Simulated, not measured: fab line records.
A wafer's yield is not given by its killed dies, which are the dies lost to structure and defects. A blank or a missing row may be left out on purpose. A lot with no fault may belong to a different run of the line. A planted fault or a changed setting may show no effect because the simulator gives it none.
Comparing a struck lot with a sound one	flow nand-harc	15 out of 1159 route steps
Sound: these wafers, L459.2, L459.4, L459.5. Struck: wafer L467.1. (L467.2, L467.5 of the same lot were not struck and are left out.) The cause comes at the end.
Each step with rows lists, per side, the tool, then ch with its chambers, then its first start. Under that, the readings that differ: sound wafers	struck wafers	difference of the means	sigmas: that difference in standard deviations of wafers without a fault.
alike: readings whose means differ by less than 2 such deviations, and words and numbers that are the same on both sides. not compared: withheld readings, readings that some wafer has no value for, bounds like >300 that may hide the same value, and numbers for which the record gives no deviation and whose values overlap.
Wherever a step has rows on one side only, a row that says differs or no value, or a row with sigmas, the two part there. Numbers that don't overlap but have no deviation are shown without sigmas and don't part them. A reading missing from all wafers of one side parts the sides only when that side holds two or more wafers.

first, 4 steps without rows for these wafers: NHARC_P_GATE_EBR_22; NHARC_P_GATE_EXPOSE_23 (exposes mask P GATE, target cd 120 nm); NHARC_P_GATE_PEB_24 (peb time 65 s); NHARC_P_GATE_DEVELOP_25 (develop time 35 s).
NHARC_P_GATE_CD_MEAS_26: target cd 120 nm.
  sound on cd-sem-03 ch 0, day 4 20:41; struck on cd-sem-02 ch 0, day 6 21:51
  alike: cd-nm
NHARC_P_GATE_OVL_MEAS_27:
  sound on overlay-01, day 4 20:47; struck on overlay-02, day 6 21:57
reading	sound	struck	difference	sigmas
overlay-x-nm (nm)	1.3 1.3 1.7	-0.8	-2.2	-3
  alike: overlay-y-nm
NHARC_P_GATE_INSPECT_28:
  sound on defect-inspect-01, day 4 20:49; struck on defect-inspect-01, day 6 21:59
  alike: raw-defect-count
NHARC_P_GATE_DESCUM_31: chemistry O2, time 3 s.
  sound on rie-diel-07 ch 2,3, day 4 20:53; struck on rie-diel-07 ch 2, day 6 22:03
reading	sound	struck	difference	sigmas
drypump-motor-current-A (A)	5.0 6.8 5.0	6.8	+1.2	+3
oes-product-au (a.u.)	0.979 0.996 0.978	1.009	+0.025	+3
  alike: rf-vpp-V, showerhead-plenum-p-Torr, throttle-valve-pct
  not compared: rf-hours-counter-h
NHARC_P_GATE_ETCH_104: etches the open film in CF4/CHF3, target depth 60 nm.
  sound on rie-diel-07 ch 2,3, day 4 20:58; struck on rie-diel-07 ch 0, day 6 22:08
reading	sound	struck	difference	sigmas
oes-product-au (a.u.)	0.907 0.921 0.907	0.971	+0.059	+3
  alike: drypump-motor-current-A, rf-vpp-V, showerhead-plenum-p-Torr, throttle-valve-pct
NHARC_P_GATE_HM_OPEN_105: chemistry O2/COS, target depth 360 nm.
  sound: rie-diel-07 ch 2,3; struck: rie-diel-07 ch 0
  alike: drypump-motor-current-A, oes-product-au, rf-vpp-V, showerhead-plenum-p-Torr, throttle-valve-pct
  not compared: rf-hours-counter-h
then, 1 step without rows for these wafers: NHARC_P_GATE_STRIP_106 (strips in O2/COS).
NHARC_P_GATE_ETCH_114: etches the open film in CF4/O2, target depth 30 nm, overetch 3 nm, time 16.5 s.
  sound: rie-diel-07 ch 1,2,3; struck: rie-diel-07 ch 0
  alike: drypump-motor-current-A, oes-product-au, rf-vpp-V, showerhead-plenum-p-Torr, throttle-valve-pct
  not compared: rf-hours-counter-h
NHARC_P_GATE_ETCH_32: etches the open film in HBr/Cl2, target depth 150 nm, time 100.1 s.
  sound on rie-si-06 ch 1,2,3, day 4 21:36; struck on rie-si-06 ch 0, day 6 22:32
reading	sound	struck	difference	sigmas
drypump-motor-current-A (A)	5.8 5.7 6.5	4.9	-1.1	-2
mfc-cl2-sccm (sccm)	49.78 50.05 50.17	39.94	-10.06	-59
throttle-valve-pct (%)	26.406 26.396 26.400	25.816	-0.585	-60
  alike: he-backside-leak-sccm, oes-product-au
  not compared: rf-hours-counter-h
NHARC_P_GATE_STRIP_108: strips in O2.
  sound on rie-diel-07 ch 0,1,2, day 4 21:47; struck on rie-diel-11 ch 0, day 6 22:40
  alike: drypump-motor-current-A, oes-product-au, rf-vpp-V, showerhead-plenum-p-Torr, throttle-valve-pct
  not compared: rf-hours-counter-h
next, for these wafers, 1 step has no rows: NHARC_END_SORT_01.

== WHERE THEY PART ==
At NHARC_P_GATE_OVL_MEAS_27 first; at NHARC_P_GATE_ETCH_32 last (within this record only). Later steps at which nothing parts them and some readings are alike: NHARC_P_GATE_STRIP_108.

WHY: the cause the simulator had injected
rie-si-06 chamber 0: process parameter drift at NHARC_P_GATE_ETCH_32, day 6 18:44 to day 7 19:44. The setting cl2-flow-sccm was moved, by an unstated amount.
